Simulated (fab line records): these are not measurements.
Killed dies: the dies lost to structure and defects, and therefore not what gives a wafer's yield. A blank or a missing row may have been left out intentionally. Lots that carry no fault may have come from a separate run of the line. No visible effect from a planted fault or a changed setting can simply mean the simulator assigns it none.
fab line records	flow n5-finfet
[record] lots = 9	wafers = 27	last-day = 18
route steps=1938 shown BEOL_M2@922 BEOL_M3@941 BEOL_M4@1111 PASSIVATION@1936
lots with no fault: from the same line, run without faults
start-h: hours from the record's opening day to when the first of the lot's shown wafers began	wait-h: how many hours have passed since the lot's step before this one	" identical to the entry in the row above	L1.1+2: several wafers, shown together as one row	- no value, or no start given	* or withheld: withheld	< > ~ a bound
route shown NAME@n: a module of which the file shows steps, and the number in the route of the first	usual: mean/standard deviation of fault-free wafers	same: alike in all rows	chamber/n: place in a boat	sites: per-site readings	_std_site: how widely they spread, as a standard deviation	_edge_site: inner sites' mean taken away from outer sites' mean	radius-mm: how far each site lies from the wafer's centre	mask NAME#n: copy n	behind: the last tool/chamber to shape the wafer	hold: why the lot went on hold/how many hours it stayed there/how the hold came to an end	device: the n, p or np transistor that did not switch	end of line: the route-end tests of the same wafers	a step given without rows: its recipe and nothing more	killed: dies that structure and defects cost at the first sort, which is not the same as the wafer's yield	map: a wafer's dies, marking killed ones x, the rest . and places with no die _
set.NAME: setting as actually run; set.NAME@STEP: the setting as run at that earlier step	model.NAME: the simulator's own value behind a step, which no gauge read
a sample of lots followed through the steps of the route, with each step as a table and each wafer as a row
services: when a tool's chamber went out of use (start-h, in hours from the record's first day, below 0 if earlier), for how many hours, and the reason
[[steps]]
[step N5_BEOL_M2_ANNEAL_51]
[recipe] temp-c = 225	time-s = 90	ambient = N2
[usual] wafer_temp_C_max = 226.5/0.43
lot.wafer	tool	chamber	start-h	wait-h	wafer_temp_C_max
L872.2	rtp-anneal-02	0	139.82	0.1	227.1
L872.3	"	0	"	"	227.6
L872.4	"	0	"	"	226.6
L874.2	rtp-anneal-02	0	145.66	0.1	226.7
L874.3	"	0	"	"	226.1
L874.5	"	0	"	"	226.9
L873.4	rtp-anneal-02	0	151.45	0.3	226.4
L873.5	"	0	"	"	226.5
L873.6	"	0	"	"	226.7
L875.4	rtp-anneal-01	0	159.95	0.2	226.2
L875.5	"	0	"	"	225.9
L875.6	"	0	"	"	226.5
L876.1	rtp-anneal-01	0	180.49	0.1	225.7
L876.3	"	0	"	"	225.8
L876.4	"	0	"	"	225.6
L877.2	rtp-anneal-02	0	180.58	0.1	226.2
L877.5	"	0	"	"	227.1
L877.6	"	0	"	"	227.2
L888.2	rtp-anneal-02	0	252.83	0.1	226.5
L888.3	"	0	"	"	226.6
L888.4	"	0	"	"	226.4
L890.2	rtp-anneal-01	0	254.51	0.1	226.0
L890.5	"	0	"	"	226.4
L890.6	"	0	"	"	226.3
L895.1	rtp-anneal-01	0	292.99	0.1	226.5
L895.3	"	0	"	"	226.2
L895.6	"	0	"	"	225.5
[step N5_BEOL_M2_PRE_CLEAN_60]
[recipe] gas = NH3/H2	time-s = 15	temp-c = *	rf-power-w = 300
[usual] heater-power-w = 87/16	rf-fwd-power-W = 296.4/1.2
lot.wafer	tool	chamber	start-h	wait-h	heater-power-w	rf-fwd-power-W
L872.2	cvd-co-01	1	140.40	0.0	74	297.7
L872.3	"	2	"	"	76	296.1
L872.4	"	0	"	"	115	294.8
L874.2	cvd-co-01	1	146.25	0.0	73	297.6
L874.3	"	0	"	"	122	294.8
L874.5	"	2	"	"	75	295.9
L873.4	cvd-co-02	2	151.98	0.1	88	297.1
L873.5	"	0	"	"	89	295.0
L873.6	"	1	"	"	69	299.1
L875.4	cvd-co-02	1	160.46	0.1	72	296.6
L875.5	"	2	"	"	90	296.7
L875.6	"	0	"	"	93	295.0
L876.1	cvd-co-01	2	181.12	0.0	78	295.9
L876.3	"	0	"	"	117	296.5
L876.4	"	2	"	"	75	295.0
L877.2	cvd-co-01	1	181.35	0.0	74	297.7
L877.5	"	1	"	"	74	295.3
L877.6	"	2	"	"	76	296.8
L888.2	cvd-co-02	2	253.43	0.0	90	295.0
L888.3	"	0	"	"	94	295.7
L888.4	"	1	"	"	71	297.6
L890.2	cvd-co-01	0	255.09	0.0	122	293.5
L890.5	"	0	"	"	116	295.0
L890.6	"	2	"	"	76	295.8
L895.1	cvd-co-01	2	293.62	0.0	77	297.4
L895.3	"	1	"	"	74	295.9
L895.6	"	2	"	"	75	297.3
[step N5_BEOL_M2_INSPECT_59]
[recipe] inspect-instrument = darkfield	mode = post-dep
[usual] raw-defect-count = 78/26
lot.wafer	tool	chamber	start-h	wait-h	raw-defect-count
L872.2	defect-inspect-02	-	140.65	0.0	48
L872.3	"	-	"	"	64
L872.4	"	-	"	"	90
L874.2	defect-inspect-01	-	146.50	0.0	115
L874.3	"	-	"	"	123
L874.5	"	-	"	"	83
L873.4	defect-inspect-01	-	152.22	0.0	38
L873.5	"	-	"	"	44
L873.6	"	-	"	"	55
L875.4	defect-inspect-01	-	160.71	0.0	69
L875.5	"	-	"	"	150
L875.6	"	-	"	"	71
L876.1	defect-inspect-02	-	181.37	0.0	95
L876.3	"	-	"	"	75
L876.4	"	-	"	"	104
L877.2	defect-inspect-01	-	181.60	0.0	45
L877.5	"	-	"	"	38
L877.6	"	-	"	"	80
L888.2	defect-inspect-02	-	253.69	0.0	124
L888.3	"	-	"	"	113
L888.4	"	-	"	"	82
L890.2	defect-inspect-02	-	255.34	0.0	136
L890.5	"	-	"	"	49
L890.6	"	-	"	"	58
L895.1	defect-inspect-01	-	293.96	0.0	72
L895.3	"	-	"	"	109
L895.6	"	-	"	"	55
[step N5_BEOL_M3_EXPOSE_08]
[recipe] mask-id = M3	na = 0.33	source-shape = dipole	sigma-inner = 0.369	sigma-outer = 0.767	polarization = unpolarized	dose-mj = 33
[usual] exposure-dose-mJ-cm2 = 32.93/0.037
lot.wafer	tool	chamber	start-h	wait-h	mask	exposure-dose-mJ-cm2
L872.2	euv-scanner-02	0	141.14	-	M3#0	32.98
L872.3	"	0	"	"	M3#0	32.92
L872.4	"	0	"	"	M3#0	32.92
L874.2	euv-scanner-01	0	147.09	-	M3#0	32.94
L874.3	"	0	"	"	M3#0	32.95
L874.5	"	0	"	"	M3#0	32.97
L873.4	euv-scanner-01	0	155.41	-	M3#0	32.87
L873.5	"	0	"	"	M3#0	32.93
L873.6	"	0	"	"	M3#0	32.88
L875.4	euv-scanner-01	0	163.76	-	M3#0	35.11
L875.5	"	0	"	"	M3#0	35.13
L875.6	"	0	"	"	M3#0	35.13
L876.1	euv-scanner-02	0	182.31	-	M3#0	32.94
L876.3	"	0	"	"	M3#0	33.00
L876.4	"	0	"	"	M3#0	33.00
L877.2	euv-scanner-01	0	182.48	-	M3#0	34.69
L877.5	"	0	"	"	M3#0	34.65
L877.6	"	0	"	"	M3#0	34.66
L888.2	euv-scanner-02	0	254.74	-	M3#0	32.91
L888.3	"	0	"	"	M3#0	32.89
L888.4	"	0	"	"	M3#0	32.87
L890.2	euv-scanner-02	0	257.07	-	M3#0	32.93
L890.5	"	0	"	"	M3#0	32.90
L890.6	"	0	"	"	M3#0	32.92
L895.1	euv-scanner-02	0	295.16	-	M3#0	32.95
L895.3	"	0	"	"	M3#0	32.98
L895.6	"	0	"	"	M3#0	32.95
[step N5_BEOL_M3_CD_MEAS_11]
[recipe] target-cd-nm = 17.05	landing-energy-ev = 500	detector = se-inlens	polarity = opening
[usual] cd-nm = 17.02/0.24
lot.wafer	tool	chamber	start-h	wait-h	cd-nm
L872.2	cd-sem-01	0	141.27	-	16.96
L872.3	"	0	"	"	16.61
L872.4	"	0	"	"	17.12
L874.2	cd-sem-01	0	147.21	-	17.21
L874.3	"	0	"	"	17.03
L874.5	"	0	"	"	17.02
L873.4	cd-sem-01	0	155.52	-	17.22
L873.5	"	0	"	"	17.02
L873.6	"	0	"	"	16.83
L875.4	cd-sem-03	0	163.87	-	18.89
L875.5	"	0	"	"	17.97
L875.6	"	0	"	"	18.40
L876.1	cd-sem-01	0	182.44	-	16.96
L876.3	"	0	"	"	16.97
L876.4	"	0	"	"	16.53
L877.2	cd-sem-01	0	182.60	-	18.58
L877.5	"	0	"	"	17.81
L877.6	"	0	"	"	18.28
L888.2	cd-sem-02	0	254.86	-	17.13
L888.3	"	0	"	"	16.84
L888.4	"	0	"	"	17.13
L890.2	cd-sem-01	0	257.19	-	16.77
L890.5	"	0	"	"	16.93
L890.6	"	0	"	"	17.04
L895.1	cd-sem-01	0	295.29	-	16.98
L895.3	"	0	"	"	16.78
L895.6	"	0	"	"	17.29
[step N5_BEOL_M3_CD_MEAS_18]
[recipe] pitch-nm = 36	target-cd-nm = 18
[usual] cd-nm = 17.96/0.29
lot.wafer	tool	chamber	start-h	wait-h	cd-nm
L872.2	cd-sem-01	-	141.91	0.1	18.19
L872.3	"	-	"	"	17.92
L872.4	"	-	"	"	17.78
L874.2	cd-sem-01	-	147.81	0.1	18.12
L874.3	"	-	"	"	18.21
L874.5	"	-	"	"	18.29
L873.4	cd-sem-03	-	156.15	0.1	17.89
L873.5	"	-	"	"	17.69
L873.6	"	-	"	"	17.57
L875.4	cd-sem-03	-	165.22	0.1	19.10
L875.5	"	-	"	"	19.11
L875.6	"	-	"	"	19.51
L876.1	cd-sem-01	-	183.00	0.0	17.57
L876.3	"	-	"	"	17.98
L876.4	"	-	"	"	17.80
L877.2	cd-sem-01	-	183.15	0.1	19.17
L877.5	"	-	"	"	19.39
L877.6	"	-	"	"	19.13
L888.2	cd-sem-01	-	255.47	0.1	18.21
L888.3	"	-	"	"	17.74
L888.4	"	-	"	"	18.23
L890.2	cd-sem-03	-	257.89	0.1	18.18
L890.5	"	-	"	"	17.95
L890.6	"	-	"	"	17.91
L895.1	cd-sem-01	-	295.87	0.0	17.92
L895.3	"	-	"	"	18.02
L895.6	"	-	"	"	17.72
[step N5_BEOL_M4_RC_MEAS_101]
[usual] DIBL_N = 36.2/1.2	DIBL_P = 36.3/1.3	IOFF_N = 0.155/0.019	IOFF_P = 0.210/0.029	ION_N = 677/8.6	ION_P = 465/6.8	SS_N = 71.4/0.48	SS_P = 73.2/0.53	VT_N = 249.9/2.4	VT_P = -250/3.2
lot.wafer	tool	chamber	start-h	wait-h	DIBL_N[mV/V]	DIBL_P[mV/V]	IOFF_N[nA/um]	IOFF_P[nA/um]	ION_N[uA/um]	ION_P[uA/um]	SS_N[mV/dec]	SS_P[mV/dec]	VT_N[mV]	VT_P[mV]
L872.2	prober-02	0	158.43	0.2	36.5	36.8	0.157	0.199	672	464	71.7	72.9	250.5	-252
L872.3	"	0	"	"	36.3	36.4	0.153	0.198	673	459	71.1	73.6	251.6	-250
L872.4	"	0	"	"	37.5	37.9	0.178	0.220	685	469	71.9	72.6	249.3	-250
L874.2	prober-02	0	164.57	0.2	35.9	36.3	0.161	0.233	680	471	71.5	73.6	247.7	-247
L874.3	"	0	"	"	35.5	36.4	0.155	0.227	690	476	70.4	72.9	246.8	-247
L874.5	"	0	"	"	35.7	36.2	0.155	0.229	681	472	70.8	73.7	246.7	-248
L873.4	prober-01	0	176.70	0.5	35.3	36.5	0.138	0.190	682	470	70.8	73.2	250.0	-251
L873.5	"	0	"	"	36.7	38.1	0.162	0.215	675	464	72.0	73.5	250.2	-249
L873.6	"	0	"	"	34.3	35.1	0.116	0.163	674	460	70.3	72.9	257.5	-254
L876.1	prober-02	0	199.88	0.0	35.7	36.0	0.144	0.215	671	463	71.6	73.4	251.6	-249
L876.3	"	0	"	"	37.4	38.4	0.182	0.245	678	469	70.9	74.0	246.6	-247
L876.4	"	0	"	"	37.0	37.4	0.166	0.222	666	464	71.0	73.7	249.5	-248
L888.2	prober-01	0	280.87	0.2	34.9	35.2	0.129	0.162	666	449	71.6	72.5	256.9	-258
L888.3	"	0	"	"	35.5	36.2	0.147	0.182	669	455	71.6	73.1	251.4	-253
L888.4	"	0	"	"	35.7	36.4	0.152	0.187	672	453	72.4	73.1	251.7	-254
L890.2	prober-02	0	282.73	0.2	36.5	37.6	0.155	0.216	672	464	70.9	73.4	250.2	-248
L890.5	"	0	"	"	35.7	36.6	0.142	0.194	676	464	71.5	73.3	251.9	-251
L890.6	"	0	"	"	36.0	37.3	0.145	0.219	676	463	71.8	73.5	251.1	-248
L895.1	prober-02	0	322.78	0.0	35.4	33.4	0.128	0.159	657	451	70.9	72.4	252.2	-254
L895.3	"	0	"	"	36.9	35.5	0.159	0.188	673	459	71.7	72.8	250.4	-251
L895.6	"	0	"	"	37.4	36.0	0.164	0.199	674	458	71.9	73.6	249.7	-252
[step N5_PASSIVATION_PROBE_49]
[usual] defect-limited-yield = 91.2/1.4	killed_at_M0_to_M3 = 34/10	killed_at_M4_up = 13/5.1	killed-at-contacts = 12/6.5	killed-at-front-end = 41/11	killed-at-other = 4/3.3	killed-dies = 104/16	killed-on-rim = 14/3.9	killed-open = 69/13	killed-short = 33/7	sort_bin_5_function = 5.1/0.91	sort_bin_6_memory = 3.3/0.69	sort-n-pass = 1076/16	sort-yield-pct = 91.2/1.4
[same] gross-dies = 1180	killed-at-back-side = 0	sort_bin_4_leakage[%] = 0	sort_bin_8_speed[%] = 0
lot.wafer	tool	chamber	start-h	wait-h	defect-limited-yield[%]	killed_at_M0_to_M3	killed_at_M4_up	killed-at-contacts	killed-at-front-end	killed-at-other	killed-dies	killed-on-rim	killed-open	killed-short	sort_bin_5_function[%]	sort_bin_6_memory[%]	sort-n-pass	sort-yield-pct[%]
L875.4	prober-02	-	298.55	0.2	0.3	1083	26	10	55	3	1177	152	85	30	70.8	7.1	3	0.3
L875.5	prober-02	-	298.60	0.2	0.5	1098	8	18	49	1	1174	151	70	32	71.3	6.0	6	0.5
L875.6	prober-02	-	298.65	0.3	0.3	1091	16	20	48	1	1176	151	71	33	72.9	5.4	4	0.3
L877.2	prober-01	-	315.75	0.1	37.5	651	6	10	67	3	737	103	78	37	39.2	18.3	443	37.5
L877.5	prober-01	-	315.90	0.2	35.6	695	11	13	35	6	760	101	60	35	41.3	18.2	420	35.6
L877.6	prober-01	-	315.95	0.3	36.9	661	18	14	50	1	744	92	88	39	41.8	18.4	436	36.9
// killed by level:class
L875.4 BEOL_M3:area-expose=1046 BEOL_M2:geometric-particle:open=14 BEOL_M4:geometric-particle:open=13 STI_FIN_REVEAL:geometric-particle:open=11 HKMG_FIN:area-etch=11 FIN_SAQP:geometric-particle:open=9 MOL_CONTACT_COAG:geometric-particle:open=7 BEOL_M0_SAQP:geometric-particle:short=6
L875.5 BEOL_M3:area-expose=1069 STI_FIN_REVEAL:geometric-particle:open=16 MOL_CONTACT_COAG:geometric-particle:open=16 BEOL_M2:geometric-particle:open=10 FIN_SAQP:geometric-particle:short=9 BEOL_M0_SAQP:geometric-particle:open=8 STI_FIN_REVEAL:geometric-particle:short=6 FIN_SAQP:geometric-particle:open=5
L875.6 BEOL_M3:area-expose=1068 STI_FIN_REVEAL:geometric-particle:open=15 MOL_CONTACT_COAG:geometric-particle:open=14 DUMMY_GATE:geometric-particle:open=8 BEOL_M4:geometric-particle:open=8 MOL_CONTACT_COAG:geometric-particle:short=6 BEOL_M0_SAQP:geometric-particle:short=6 FIN_SAQP:geometric-particle:short=5
L877.2 BEOL_M3:area-expose=614 STI_FIN_REVEAL:geometric-particle:open=29 BEOL_M0_SAQP:geometric-particle:short=15 BEOL_M0_SAQP:geometric-particle:open=11 MOL_CONTACT_COAG:geometric-particle:open=8 FIN_SAQP:geometric-particle:short=7 HKMG_FIN:area-etch=6 DUMMY_GATE:geometric-particle:open=5
L877.5 BEOL_M3:area-expose=655 STI_FIN_REVEAL:geometric-particle:open=11 MOL_CONTACT_COAG:geometric-particle:open=11 BEOL_M3:geometric-particle:open=10 BEOL_M0_SAQP:geometric-particle:short=8 BEOL_M0_SAQP:geometric-particle:open=8 DUMMY_GATE:geometric-particle:open=5 BEOL_M1:geometric-particle:short=4
L877.6 BEOL_M3:area-expose=614 STI_FIN_REVEAL:geometric-particle:open=19 BEOL_M0_SAQP:geometric-particle:open=15 MOL_CONTACT_COAG:geometric-particle:open=10 BEOL_M3:geometric-particle:open=10 BEOL_M0_SAQP:geometric-particle:short=7 BEOL_M1:geometric-particle:open=7 BEOL_M4:geometric-particle:open=7
[[services]]
tool	chamber	start-h	hours	kind
rtp-anneal-01	-	145.39	6.2	pm
euv-scanner-01	-	148.97	1.0	pm
euv-scanner-02	-	161.07	1.0	pm
euv-scanner-01	0	161.35	-	calibration
cvd-co-02	-	185.61	0.4	repair
cvd-co-02	2	198.84	5.5	repair
euv-scanner-01	-	205.15	1.0	pm
cvd-co-01	-	216.40	0.4	repair
euv-scanner-02	-	217.22	1.0	pm
euv-scanner-02	-	243.42	3.1	repair
euv-scanner-01	-	246.51	4.6	pm
cvd-co-01	-	247.49	6.9	pm
euv-scanner-02	-	252.63	0.4	repair
euv-scanner-01	-	255.27	2.2	repair
euv-scanner-01	-	261.27	1.0	pm
euv-scanner-02	0	268.23	-	calibration
euv-scanner-01	-	272.79	0.5	repair
euv-scanner-02	-	273.37	1.0	pm
euv-scanner-01	-	284.55	0.4	repair
[[key]]
[first-sign] step = N5_BEOL_M3_EXPOSE_08	reading = exposure-dose-mJ-cm2	direction = up	sigmas = 53	usual = 32.93	struck = 34.90
[effect] step = N5_BEOL_M3_CD_MEAS_11	reading = cd-nm	direction = up	sigmas = 5.3	usual = 17.02	struck = 18.32	through = control-loop
[effect] step = N5_BEOL_M3_CD_MEAS_18	reading = cd-nm	direction = up	sigmas = 4.4	usual = 17.96	struck = 19.23	through = control-loop
[effect] step = N5_PASSIVATION_PROBE_49	reading = killed_at_M0_to_M3	direction = up	sigmas = 81	usual = 34	struck = 880
[more-kills-born-at] N5_BEOL_M3_EXPOSE_08@euv-scanner-01 = 5066
met-at N5_BEOL_M3_EXPOSE_08
struck-lots L875,L877
later-rows-left-out L875.4,L875.5,L875.6,L877.2,L877.5,L877.6
[loop-trim] step = N5_BEOL_M3_EXPOSE_08	setting = dose	lots = L877
not-acting-at N5_BEOL_M2_ANNEAL_51,N5_BEOL_M2_PRE_CLEAN_60,N5_BEOL_M2_INSPECT_59
onset-between 155.41 163.76
[fault] kind = process-parameter-drift	tool = euv-scanner-01	chamber = -	onset-h = 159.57	steps = N5_BEOL_M3_EXPOSE_08	channel = dose-mj	offset = 2.225	shape = step	acts-in = these-recipes-only	stated = 33
// later-rows-left-out: the simulator's readings of these wafers behind a module that went badly wrong aren't trusted and aren't shown, but for the sort
// loop-trim: a control loop set the setting to another value than it would have without faults
